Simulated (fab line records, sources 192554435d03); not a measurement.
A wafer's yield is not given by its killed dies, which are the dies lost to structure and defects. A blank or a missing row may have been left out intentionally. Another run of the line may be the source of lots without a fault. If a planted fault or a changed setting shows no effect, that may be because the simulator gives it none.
Matching of chambers | flow n5_finfet | N5_GATE_CUT_STRIP_59 on rie_diel-03 has 4 sister chambers
The step strips in N2/H2, time 20 s. 18 wafers are shown with their chamber, then 9 later ones without.

## WAFERS PAIRED WITH THEIR CHAMBERS
wafer  | chamber | showerhead_plenum_p_Torr (Torr) | drypump_motor_current_A (A) | throttle_valve_pct (%)
L080.3 | 3       | 3.31                            | 4.7                         | 12.16
L080.5 | 1       | 3.43                            | 5.9                         | 11.92
L080.6 | 0       | 3.22                            | 5.3                         | 12.47
L081.1 | 1       | 3.43                            | 6.0                         | 11.94
L081.2 | 2       | 3.56                            | 5.4                         | 12.31
L081.3 | 0       | 3.22                            | 5.3                         | 12.48
L081.4 | 3       | 3.31                            | 4.8                         | 12.17
L081.5 | 0       | 3.21                            | 5.3                         | 12.48
L081.6 | 1       | 3.43                            | 5.9                         | 11.93
L084.2 | 0       | 3.21                            | 5.3                         | 12.48
L084.3 | 2       | 3.55                            | 5.4                         | 12.33
L084.6 | 0       | 3.21                            | 5.3                         | 12.48
L083.2 | 3       | 3.30                            | 4.8                         | 12.19
L083.5 | 0       | 3.21                            | 5.2                         | 12.49
L083.6 | 1       | 3.43                            | 6.0                         | 11.95
L091.2 | 3       | 3.30                            | 4.8                         | 12.23
L091.4 | 1       | 3.42                            | 5.9                         | 11.99
L091.5 | 3       | 3.30                            | 4.8                         | 12.22

SIGNATURES (means of the wafers above)
reading                  | chamber 0 | chamber 1 | chamber 2 | chamber 3 | scatter within a chamber
showerhead_plenum_p_Torr | 3.2133    | 3.4280    | 3.5550    | 3.3040    | 0.00523
drypump_motor_current_A  | 5.283     | 5.940     | 5.400     | 4.780     | 0.045
throttle_valve_pct       | 12.4800   | 11.9460   | 12.3200   | 12.1940   | 0.0224
Rule: for a wafer and a chamber, the distance is found by dividing, reading by reading, the gap between the wafer's reading and the chamber's mean by the reading's scatter, squaring, summing and taking the root. If the next closest chamber is less than 2 further off than the closest, the wafer can't be placed; otherwise it belongs to the closest. The scatter: the root of (the sum of the squares of (reading less its chamber's mean) over the shown wafers, divided by (wafers less chambers)).

## WAFERS WHOSE CHAMBER IS MISSING
wafer  | showerhead_plenum_p_Torr (Torr) | drypump_motor_current_A (A) | throttle_valve_pct (%)
L092.2 | 3.55                            | 5.4                         | 12.39
L092.3 | 3.20                            | 5.2                         | 12.53
L092.5 | 3.55                            | 5.4                         | 12.36
L094.2 | 3.29                            | 4.7                         | 12.25
L094.3 | 3.54                            | 5.4                         | 12.37
L094.5 | 3.29                            | 4.8                         | 12.23
L095.3 | 3.20                            | 5.3                         | 12.53
L095.4 | 3.29                            | 4.8                         | 12.22
L095.5 | 3.29                            | 4.7                         | 12.22

## THE CHAMBER EACH PASSED THROUGH
wafer  | from the rows above | in truth
L092.2 | 2                   | 2
L092.3 | 0                   | 0
L092.5 | 2                   | 2
L094.2 | 3                   | 3
L094.3 | 2                   | 2
L094.5 | 3                   | 3
L095.3 | 0                   | 0
L095.4 | 3                   | 3
L095.5 | 3                   | 3
Correctly placed: 9 of 9. Can't be placed from these rows: 0. Placed wrongly: 0.
